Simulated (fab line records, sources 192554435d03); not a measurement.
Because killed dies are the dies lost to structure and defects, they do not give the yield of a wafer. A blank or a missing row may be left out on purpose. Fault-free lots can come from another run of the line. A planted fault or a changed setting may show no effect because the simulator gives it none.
Lot-split experiment    flow n5-finfet    on a route of 1938 steps: 7 lots, 21 wafers read

## ON THE SPLIT
At N5_BEOL_M4_ETCH_70 (etches SOC in N2/H2, target depth 80 nm, overetch 24 nm, time 130 s), the setting time-s was moved away from the recipe's 130 s on 7 of the 21 wafers read, by -17.4% to +22.3%. For the rest of the wafers, this setting stayed at what the recipe calls for.

The split's own step is where the reading is taken.

## THE READING
SiARC_of_BEOL_M4_COAT_68.thk-nm (the simulator's own value, which no gauge read), in nm, at N5_BEOL_M4_ETCH_70 (etches SOC in N2/H2, target depth 80 nm, overetch 24 nm, time 130 s). There is no usual value for it anywhere in the file. The 14 wafers here that ran the recipe average 5.9 nm, standard deviation 0.16 nm.

wafer   tool, chamber at the split  time-s as run, s  against the recipe  SiARC_of_BEOL_M4_COAT_68.thk-nm, nm  against lot-mates on the recipe
L077.3  rie-diel-02, 2              130               recipe              5.8                                  -
L077.4  rie-diel-02, 3              130               recipe              6.2                                  -
L077.5  rie-diel-02, 0              107.4             -17.4%              6.8                                  +0.8
L078.2  rie-diel-04, 3              143.9             +10.7%              5                                    -0.8
L078.5  rie-diel-04, 2              130               recipe              5.8                                  -
L078.6  rie-diel-04, 3              143.9             +10.7%              5.2                                  -0.6
L082.1  rie-diel-04, 1,2            159               +22.3%              4.4                                  -1.4
L082.5  rie-diel-04, 1,2            159               +22.3%              4.4                                  -1.4
L082.2  rie-diel-04, 2              130               recipe              5.8                                  -
L090.1  rie-diel-04, 3,2            130               recipe              5.8                                  -
L090.6  rie-diel-04, 3,2            130               recipe              5.8                                  -
L090.3  rie-diel-04, 0              130               recipe              5.6                                  -
L091.1  rie-diel-06, 2,0            158.9             +22.2%              4.6                                  -1.0
L091.3  rie-diel-06, 2,0            158.9             +22.2%              4.6                                  -1.0
L091.4  rie-diel-06, 3              130               recipe              5.6                                  -
L095.1  rie-diel-06, 1,0            130               recipe              6                                    -
L095.3  rie-diel-06, 1,0            130               recipe              6                                    -
L095.5  rie-diel-06, 3              130               recipe              5.8                                  -
L097.1  rie-diel-06, 0,2            130               recipe              6                                    -
L097.4  rie-diel-06, 0,2            130               recipe              6                                    -
L097.2  rie-diel-06, 1              130               recipe              5.8                                  -
If several chambers appear in one row, that row covers several wafers at once and the file leaves open which wafer was in which chamber.

FIT RESULTS
A straight line over all 21 wafers: SiARC_of_BEOL_M4_COAT_68.thk-nm changes by -0.0604 nm for each +1% of time-s; r = -0.97; the points scatter about the line by 0.15 nm.
The same after taking each lot's own level away (the mean of its wafers on the recipe; 21 wafers): -0.0532 nm for each +1%; r = -0.97; scatter 0.14 nm.
On that fit, the largest move of time-s shifts the reading by 1.2 nm.
From 5.60 to 6.00 nm: that is the span of the lots' own levels, equal to 2.5 times the standard deviation above.
Hence the slope depends on the lot-to-lot level, as the two fits are not the same.
Check: -1.16 nm against its lot-mates is what the line predicts for one of the wafers moved furthest among these (+22.3%) when that wafer is left out of the fit. It came out at -1.4 nm against them.

## THE OTHER SPLITS THESE WAFERS WENT THROUGH
Other splits were also applied to these wafers ahead of the reading. Each is held against what the fit with the lots' levels taken away leaves over:
other split on the same wafers  wafers away from the commonest value  r with SiARC_of_BEOL_M4_COAT_68.thk-nm (lot level and that fit taken away)
N5_BEOL_M4_DESCUM_16 time-s     8                                     -0.28
N5_BEOL_M4_DESCUM_33 time-s     11                                    +0.02

## THE FILE'S OWN FIT
SiARC_of_BEOL_M4_COAT_68.thk-nm changes by -0.0531 nm for each +1% of time-s, r = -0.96.
